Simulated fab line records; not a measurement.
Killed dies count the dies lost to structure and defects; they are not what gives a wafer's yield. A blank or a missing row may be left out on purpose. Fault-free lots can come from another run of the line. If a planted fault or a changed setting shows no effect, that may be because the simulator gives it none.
fab line records ; flow n5Finfet
record lots=10; wafers=30; lastDay=17
route steps=1938 shown BEOL_M8@1374 PASS1_CAP@1874 PAD_METAL@1893 PASSIVATION@1936
lots with no fault: from the same line, run without faults
startH: start of the lot's first displayed wafer, in hours after the record's first day ; waitH: time in hours since the lot's previous step ; " same as the row above ; L1.1+2: several wafers, shown together as one row ; - no value present, or no start provided ; * or withheld: withheld ; < > ~ a bound
route shown NAME@n: a module of which the file shows steps, and the number in the route of the first ; usual: the fault-free wafers' mean and standard deviation ; same: alike in all rows ; chamber/n: place in a boat ; sites: each site's reading ; _std_site: the standard deviation of these ; _edge_site: mean of outer sites minus mean of inner sites ; radiusMm: how far each site lies from the wafer's centre ; mask NAME#n: copy n ; behind: the most recent tool/chamber to have shaped the wafer ; hold: reason for holding the lot/hours on hold/outcome of the hold ; device: the n, p or np transistor that did not switch ; end of line: the route-end tests of the same wafers ; step lacking rows: just its recipe ; killed: dies lost to structure and defects at the first sort, not the wafer's yield ; map: a wafer's dies, x killed, . not, _ none there
set.NAME: the run value of the setting; set.NAME@STEP: its run value at that earlier step ; model.NAME: the simulator's own value behind a step, which no gauge read
steps of the route over a sample of lots; a table a step, a row a wafer
services: a tool's chamber out of use, with start hour (startH, from the record's first day; less than 0 if before it), hours out, and reason
## steps
# step N5_BEOL_M8_VIA_ETCH_34
# recipe chemistry=C4F6/O2; target=SiCOH_lowk; targetDepthA=1255; maskMaterial=SOC; taperDeg=4; timeS=50.5; ionEnergyEv=250; pressureMtorr=30; sourceW=345; biasW=185; Ar_flow_sccm=300; C4F6_flow_sccm=10; O2_flow_sccm=10
# usual O2_flow_sccm=9.997/0.028; drypumpMotorCurrentA=5.8/0.42; oesProductAu=0.80/0.076; rfFwdPowerW=341.6/1.3; rfVppV=667/6.3; showerheadPlenumPTorr=2.89/0.091; throttleValvePct=20.70/0.24
lot.wafer;tool;chamber;startH;waitH;O2_flow_sccm;drypumpMotorCurrentA;oesProductAu;rfFwdPowerW;rfHoursCounterH;rfVppV;showerheadPlenumPTorr;throttleValvePct
L163.2;rieDiel-06;2;203.59;0.0;10.014;5.6;0.76;343.2;163;662;2.73;20.92
L163.3;rieDiel-06;1;203.59;0.0;9.978;6.5;0.85;340.0;74;666;2.99;20.78
L163.4;rieDiel-06;0;203.59;0.0;9.989;5.9;0.73;340.8;162;656;2.84;20.69
L166.2;rieDiel-06;1;221.08;0.0;9.991;6.4;0.84;341.1;79;667;2.99;20.81
L166.3;rieDiel-06;2;221.08;0.0;9.958;5.6;0.76;343.4;169;661;2.73;20.92
L166.4;rieDiel-06;0;221.08;0.0;10.006;5.9;0.72;341.6;167;656;2.83;20.71
L167.1;rieDiel-06;3;224.11;0.0;9.957;6.6;0.68;341.9;249;659;2.68;20.56
L167.4;rieDiel-06;0;224.11;0.0;10.005;5.9;0.72;340.7;169;657;2.83;20.71
L167.5;rieDiel-06;0;224.11;0.0;10.016;5.9;0.72;341.1;-;657;2.83;20.71
L169.3;rieDiel-05;0;238.99;0.0;10.020;5.1;0.87;340.1;40;664;3.01;20.93
L169.4;rieDiel-05;1;238.99;0.0;10.022;5.7;0.73;340.7;-;674;2.96;20.72
L169.5;rieDiel-05;2;238.99;0.0;9.962;5.8;0.87;345.4;-;663;2.88;20.26
L170.3;rieDiel-06;1;249.56;0.0;10.042;6.4;0.82;339.8;90;668;2.99;20.80
L170.5;rieDiel-06;2;249.56;0.0;9.971;5.7;0.74;344.2;-;663;2.72;20.95
L170.6;rieDiel-06;0;249.56;0.0;9.992;5.9;0.71;340.2;-;656;2.83;20.74
L172.1;rieDiel-05;3;256.90;0.0;9.999;5.9;0.96;341.0;5;670;2.80;20.69
L172.4;rieDiel-05;1;256.90;0.0;10.006;5.7;0.71;339.5;169;675;2.95;20.72
L172.5;rieDiel-05;1;256.90;0.0;10.004;5.6;0.72;340.4;-;675;2.95;20.72
L176.1;rieDiel-06;3;292.24;0.0;10.057;6.6;0.94;340.3;14;671;3.02;20.21
L176.2;rieDiel-06;1;292.24;0.0;9.999;6.4;0.82;340.0;101;665;2.98;20.84
L176.3;rieDiel-06;0;292.24;0.0;10.037;5.9;0.71;341.1;194;656;2.82;20.74
L179.2;rieDiel-06;3;300.87;0.0;9.971;6.6;0.94;339.7;17;674;3.01;20.22
L179.3;rieDiel-06;1;300.87;0.0;9.975;6.5;0.81;341.4;104;666;2.98;20.85
L179.6;rieDiel-06;0;300.87;0.0;10.020;5.9;0.70;341.0;-;656;2.82;20.74
L185.1;rieDiel-04;1;342.14;0.0;10.014;6.0;0.79;343.5;117;669;2.87;20.58
L185.3;rieDiel-04;0;342.14;0.0;10.004;5.4;0.80;341.3;106;680;2.87;20.88
L185.6;rieDiel-04;3;342.14;0.0;9.958;5.6;0.83;340.5;-;671;2.88;20.60
L186.3;rieDiel-05;3;348.82;0.0;10.017;5.9;0.87;341.7;39;670;2.79;20.73
L186.4;rieDiel-05;3;348.82;0.0;10.025;5.9;0.87;340.3;-;669;2.79;20.73
L186.6;rieDiel-05;1;348.82;0.0;10.001;5.6;0.68;342.1;-;673;2.94;20.79
# step N5_PASSIVATION_PECVD_01
# recipe material=SiNx; targetThkA=2000; tempC=400; precursor=SiH4/NH3/N2; pressureTorr=4.9; rfW=1406; timeS=43.2
# usual heaterPowerW=379/74; rfFwdPowerW=1393/5.4; showerheadPlenumPTorr=8.72/0.038; susceptorTempC=400.00/0.23; throttleValvePct=28.6/1.1
lot.wafer;tool;chamber;startH;waitH;heaterPowerW;rfFwdPowerW;showerheadPlenumPTorr;susceptorTempC;throttleValvePct
L163.2;pecvd-03;2;264.04;0.0;467;1402;8.75;399.88;27.7
L163.3;pecvd-03;0;264.04;0.0;318;1398;8.80;399.74;27.7
L163.4;pecvd-03;0;264.04;0.0;327;1401;8.78;399.97;27.8
L166.2;pecvd-03;1;277.05;0.0;342;1403;8.72;400.11;28.5
L166.3;pecvd-03;2;277.05;0.0;526;1393;8.72;399.97;27.9
L166.4;pecvd-03;0;277.05;0.0;427;1390;8.78;400.11;27.4
L167.1;pecvd-01;0;282.12;0.0;331;1395;8.73;399.85;31.2
L167.4;pecvd-01;2;282.12;0.0;292;1393;8.67;399.92;28.1
L167.5;pecvd-01;1;282.12;0.0;315;1390;8.68;399.99;28.5
L169.3;pecvd-01;2;296.46;0.1;282;1391;8.68;400.19;28.0
L169.4;pecvd-01;2;296.46;0.1;299;1381;8.67;400.15;28.2
L169.5;pecvd-01;2;296.46;0.1;313;1387;8.67;400.28;28.2
L170.3;pecvd-03;2;306.85;0.0;387;1393;8.75;400.13;28.0
L170.5;pecvd-03;1;306.85;0.0;401;1393;8.78;400.08;28.6
L170.6;pecvd-03;0;306.85;0.0;413;1407;8.78;400.16;27.3
L172.1;pecvd-04;1;315.55;0.0;516;1397;8.69;400.35;27.1
L172.4;pecvd-04;0;315.55;0.0;318;1399;8.78;400.10;28.7
L172.5;pecvd-04;2;315.55;0.0;314;1398;8.68;399.38;28.0
L176.1;pecvd-01;2;353.25;0.0;402;1400;8.66;400.16;28.1
L176.2;pecvd-01;1;353.25;0.0;251;1382;8.71;400.28;28.5
L176.3;pecvd-01;0;353.25;0.0;428;1396;8.75;399.57;30.9
L179.2;pecvd-04;1;363.64;0.0;495;1387;8.69;399.79;26.9
L179.3;pecvd-04;2;363.64;0.0;251;1391;8.67;400.32;28.1
L179.6;pecvd-04;2;363.64;0.0;273;1387;8.70;400.21;28.4
L185.1;pecvd-03;0;402.59;0.0;396;1390;8.80;400.16;27.7
L185.3;pecvd-03;2;402.59;0.0;513;1392;8.71;399.84;28.5
L185.6;pecvd-03;0;402.59;0.0;425;1396;8.75;399.97;27.8
L186.3;pecvd-01;2;408.08;0.0;335;1387;8.69;400.03;28.8
L186.4;pecvd-01;0;408.08;0.0;308;1390;8.73;400.03;30.9
L186.6;pecvd-01;1;408.08;0.0;325;1381;8.71;400.47;28.8
# step N5_PASSIVATION_DEGAS_18
# recipe ambient=vacuum; tempC=300; timeS=60
# usual heaterPowerW=472/45; susceptorTempC=299.99/0.2
lot.wafer;tool;chamber;startH;waitH;heaterPowerW;susceptorTempC
L163.2;pvdSputter-03;-;265.57;0.3;453;300.08
L163.3;pvdSputter-03;-;265.57;0.3;497;300.00
L163.4;pvdSputter-03;-;265.57;0.3;442;299.92
L166.2;pvdSputter-03;-;279.09;0.0;503;300.10
L166.3;pvdSputter-03;-;279.09;0.0;433;300.25
L166.4;pvdSputter-03;-;279.09;0.0;453;299.73
L167.1;pvdSputter-03;-;283.27;0.0;442;299.99
L167.4;pvdSputter-03;-;283.27;0.0;496;299.92
L167.5;pvdSputter-03;-;283.27;0.0;476;300.47
L169.3;pvdSputter-03;-;301.28;0.6;499;300.00
L169.4;pvdSputter-03;-;301.28;0.6;442;299.93
L169.5;pvdSputter-03;-;301.28;0.6;440;299.89
L170.3;pvdSputter-03;-;308.66;0.7;441;299.86
L170.5;pvdSputter-03;-;308.66;0.7;557;299.60
L170.6;pvdSputter-03;-;308.66;0.7;444;299.77
L172.1;pvdSputter-01;-;317.71;0.3;517;299.94
L172.4;pvdSputter-01;-;317.71;0.3;473;300.10
L172.5;pvdSputter-01;-;317.71;0.3;465;299.79
L176.1;pvdSputter-03;-;356.10;0.6;543;299.81
L176.2;pvdSputter-03;-;356.10;0.6;443;299.92
L176.3;pvdSputter-03;-;356.10;0.6;438;299.83
L179.2;pvdSputter-02;-;365.51;0.5;497;300.36
L179.3;pvdSputter-02;-;365.51;0.5;418;300.02
L179.6;pvdSputter-02;-;365.51;0.5;460;300.14
L185.1;pvdSputter-03;-;404.77;0.6;553;300.06
L185.3;pvdSputter-03;-;404.77;0.6;502;299.76
L185.6;pvdSputter-03;-;404.77;0.6;446;300.05
L186.3;pvdSputter-01;-;410.20;0.2;419;300.28
L186.4;pvdSputter-01;-;410.20;0.2;544;299.73
L186.6;pvdSputter-01;-;410.20;0.2;529;299.77
# step N5_PASSIVATION_SPUTTER_20
# recipe material=TaN; targetThkA=500; tempC=25; chamberPressurePa=0.4
# usual susceptorTempC=25.01/0.1; throttleValvePct=30.2/0.94
lot.wafer;tool;chamber;startH;waitH;susceptorTempC;throttleValvePct
L163.2;pvdSputter-03;-;265.65;0.0;25.11;30.0
L163.3;pvdSputter-03;-;265.65;0.0;24.94;28.5
L163.4;pvdSputter-03;-;265.65;0.0;24.98;31.0
L166.2;pvdSputter-03;-;279.17;0.0;25.25;28.5
L166.3;pvdSputter-03;-;279.17;0.0;24.94;30.3
L166.4;pvdSputter-03;-;279.17;0.0;24.93;31.1
L167.1;pvdSputter-03;-;283.35;0.0;25.06;31.1
L167.4;pvdSputter-03;-;283.35;0.0;25.02;28.4
L167.5;pvdSputter-03;-;283.35;0.0;25.18;28.6
L169.3;pvdSputter-03;-;301.36;0.0;25.12;28.7
L169.4;pvdSputter-03;-;301.36;0.0;24.91;30.1
L169.5;pvdSputter-03;-;301.36;0.0;24.98;31.0
L170.3;pvdSputter-03;-;308.74;0.0;24.93;31.2
L170.5;pvdSputter-03;-;308.74;0.0;24.83;30.3
L170.6;pvdSputter-03;-;308.74;0.0;24.88;30.9
L172.1;pvdSputter-01;-;317.79;0.0;25.00;30.2
L172.4;pvdSputter-01;-;317.79;0.0;24.92;31.6
L172.5;pvdSputter-01;-;317.79;0.0;24.85;32.0
L176.1;pvdSputter-03;-;356.18;0.0;24.88;30.7
L176.2;pvdSputter-03;-;356.18;0.0;24.95;30.4
L176.3;pvdSputter-03;-;356.18;0.0;24.98;31.1
L179.2;pvdSputter-02;-;365.59;0.0;25.05;29.6
L179.3;pvdSputter-02;-;365.59;0.0;25.01;29.9
L179.6;pvdSputter-02;-;365.59;0.0;25.12;30.0
L185.1;pvdSputter-03;-;404.85;0.0;24.67;30.7
L185.3;pvdSputter-03;-;404.85;0.0;25.06;28.5
L185.6;pvdSputter-03;-;404.85;0.0;25.00;30.5
L186.3;pvdSputter-01;-;410.28;0.0;25.05;29.1
L186.4;pvdSputter-01;-;410.28;0.0;25.13;30.8
L186.6;pvdSputter-01;-;410.28;0.0;25.10;31.0
# step N5_PASSIVATION_PROBE_49
# usual defectLimitedYield=91.3/1.4; killed_at_M0_to_M3=34/10; killed_at_M4_up=13/4.8; killedAtContacts=12/6.1; killedAtFrontEnd=40/11; killedAtOther=3.7/2.8; killedDies=103/16; killedOpen=67/12; killedShort=34/7.4; sort_bin_5_function=5.1/0.95; sort_bin_6_memory=3.2/0.62; sortNPass=1077/16; sortYieldPct=91.3/1.4
# same grossDies=1180; killedAtBackSide=0; sort_bin_4_leakage[%]=0; sort_bin_8_speed[%]=0
lot.wafer;tool;chamber;startH;waitH;defectLimitedYield[%];killed_at_M0_to_M3;killed_at_M4_up;killedAtContacts;killedAtFrontEnd;killedAtOther;killedDies;killedOpen;killedShort;sort_bin_5_function[%];sort_bin_6_memory[%];sortNPass;sortYieldPct[%]
L170.5;prober-02;-;315.94;0.2;90.1;40;18;15;38;6;117;75;42;5.7;3.8;1063;90.1
L170.6;prober-02;-;315.99;0.3;90.5;49;13;15;30;5;112;73;39;5.7;3.4;1068;90.5
L176.1;prober-01;-;362.08;0.0;80.9;51;122;12;39;1;225;75;43;12.4;5.3;955;80.9
L176.2;prober-01;-;362.13;0.1;89.6;35;21;16;49;2;123;79;43;6.5;3.5;1057;89.6
L176.3;prober-01;-;362.18;0.1;91.5;16;10;15;53;6;100;69;28;5.3;3.1;1080;91.5
L179.2;prober-02;-;371.78;0.1;83.6;36;114;14;30;0;194;73;31;10.4;4.3;986;83.6
L179.3;prober-02;-;371.83;0.1;89.9;37;11;31;35;5;119;78;39;5.3;4.2;1061;89.9
L179.6;prober-02;-;371.98;0.3;93.8;22;10;17;22;2;73;41;26;3.7;2.1;1107;93.8
# killed by level:class
L170.5 BEOL_M0_SAQP:geometricParticle:short=12 MOL_CONTACT_COAG:geometricParticle:open=11 BEOL_M0_SAQP:geometricParticle:open=11 STI_FIN_REVEAL:geometricParticle:open=7 DUMMY_GATE:geometricParticle:open=7 BEOL_M4:geometricParticle:open=6 BEOL_M4:geometricParticle:short=6 BEOL_M3:geometricParticle:open=6
L170.6 BEOL_M0_SAQP:geometricParticle:short=18 BEOL_M0_SAQP:geometricParticle:open=15 MOL_CONTACT_COAG:geometricParticle:open=12 BEOL_M3:geometricParticle:open=9 FIN_SAQP:geometricParticle:open=5 ILD0:geometricParticle:open=5 BEOL_M1:geometricParticle:open=4 BEOL_M4:geometricParticle:open=4
L176.1 BEOL_M8:unspecified=106 STI_FIN_REVEAL:geometricParticle:open=14 BEOL_M0_SAQP:geometricParticle:short=14 MOL_CONTACT_COAG:geometricParticle:open=11 BEOL_M3:geometricParticle:open=10 BEOL_M1:geometricParticle:open=8 FIN_SAQP:geometricParticle:open=6 BEOL_M0_SAQP:geometricParticle:open=6
L176.2 MOL_CONTACT_COAG:geometricParticle:open=13 BEOL_M0_SAQP:geometricParticle:open=10 FIN_SAQP:geometricParticle:open=9 STI_FIN_REVEAL:geometricParticle:open=9 BEOL_M4:geometricParticle:short=8 FIN_SAQP:geometricParticle:short=7 BEOL_M0_SAQP:geometricParticle:short=7 BEOL_M4:geometricParticle:open=6
L176.3 STI_FIN_REVEAL:geometricParticle:open=14 MOL_CONTACT_COAG:geometricParticle:open=12 FIN_SAQP:geometricParticle:open=7 STI_FIN_REVEAL:geometricParticle:short=5 GATE_CUT:geometricParticle:short=5 GATE_CUT:geometricParticle:open=4 BEOL_M1:geometricParticle:open=4 BEOL_M2:geometricParticle:open=4
L179.2 BEOL_M8:unspecified=90 BEOL_M4:geometricParticle:open=19 MOL_CONTACT_COAG:geometricParticle:open=11 STI_FIN_REVEAL:geometricParticle:open=8 BEOL_M1:geometricParticle:open=8 BEOL_M0_SAQP:geometricParticle:open=7 BEOL_M0_SAQP:geometricParticle:short=6 BEOL_M3:geometricParticle:open=6
L179.3 MOL_CONTACT_COAG:geometricParticle:open=22 FIN_SAQP:geometricParticle:short=9 BEOL_M0_SAQP:geometricParticle:open=9 MOL_CONTACT_COAG:geometricParticle:short=8 BEOL_M1:geometricParticle:open=8 BEOL_M3:geometricParticle:open=8 STI_FIN_REVEAL:geometricParticle:open=6 FIN_SAQP:geometricParticle:open=5
L179.6 MOL_CONTACT_COAG:geometricParticle:open=10 BEOL_M1:geometricParticle:open=9 MOL_CONTACT_COAG:geometricParticle:short=5 FIN_SAQP:geometricParticle:open=4 GATE_CUT:geometricParticle:short=4 BEOL_M4:geometricParticle:open=4 DUMMY_GATE:geometricParticle:open=3 BEOL_M0_SAQP:geometricParticle:short=3
## services
tool;chamber;startH;hours;kind
pecvd-03;0;199.89;3.5;repair
rieDiel-06;3;228.27;-;clean
rieDiel-06;3;228.27;-;consumableReplace:focusRing
pecvd-03;-;268.76;0.7;repair
pecvd-03;-;270.53;0.7;repair
pecvd-03;2;273.06;3.7;repair
pecvd-01;1;289.93;18.0;repair
pecvd-01;0;293.05;6.1;repair
pvdSputter-01;-;300.26;1.2;repair
pecvd-03;-;307.08;2.8;pm
rieDiel-04;0;314.36;2.7;repair
pecvd-01;2;315.64;3.9;repair
pecvd-01;-;318.23;0.4;repair
pvdSputter-01;-;330.77;4.0;repair
rieDiel-05;0;344.58;14.1;repair
rieDiel-04;-;351.06;0.5;repair
rieDiel-04;0;359.64;29.0;repair
rieDiel-05;3;360.97;47.8;repair
rieDiel-05;-;365.03;0.5;repair
rieDiel-06;-;376.19;2.8;pm
pvdSputter-02;-;390.31;1.5;repair
pvdSputter-01;-;398.06;0.6;repair
rieDiel-05;2;398.79;3.2;repair
pecvd-04;-;400.40;1.1;repair
## key
firstSign step=N5_PASSIVATION_PROBE_49; reading=killed_at_M4_up; direction=up; sigmas=22; usual=13; struck=118
effect step=N5_PASSIVATION_PROBE_49; reading=killedDies; direction=up; sigmas=6.7; usual=103; struck=210
moreKillsBornAt N5_BEOL_M8_VIA_ETCH_34@rieDiel-06=196
metAt N5_BEOL_M8_VIA_ETCH_34
struckLots L176,L179
struckWafers L176.1,L179.2
notActingAt N5_PASSIVATION_PECVD_01,N5_PASSIVATION_DEGAS_18,N5_PASSIVATION_SPUTTER_20
onsetBetween 224.11 292.24
fault kind=chamberParticleSource; tool=rieDiel-06; chamber=3; onsetH=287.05; steps=N5_BEOL_M8_VIA_ETCH_34; ratePerVisitCm2=0.43804; endH=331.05
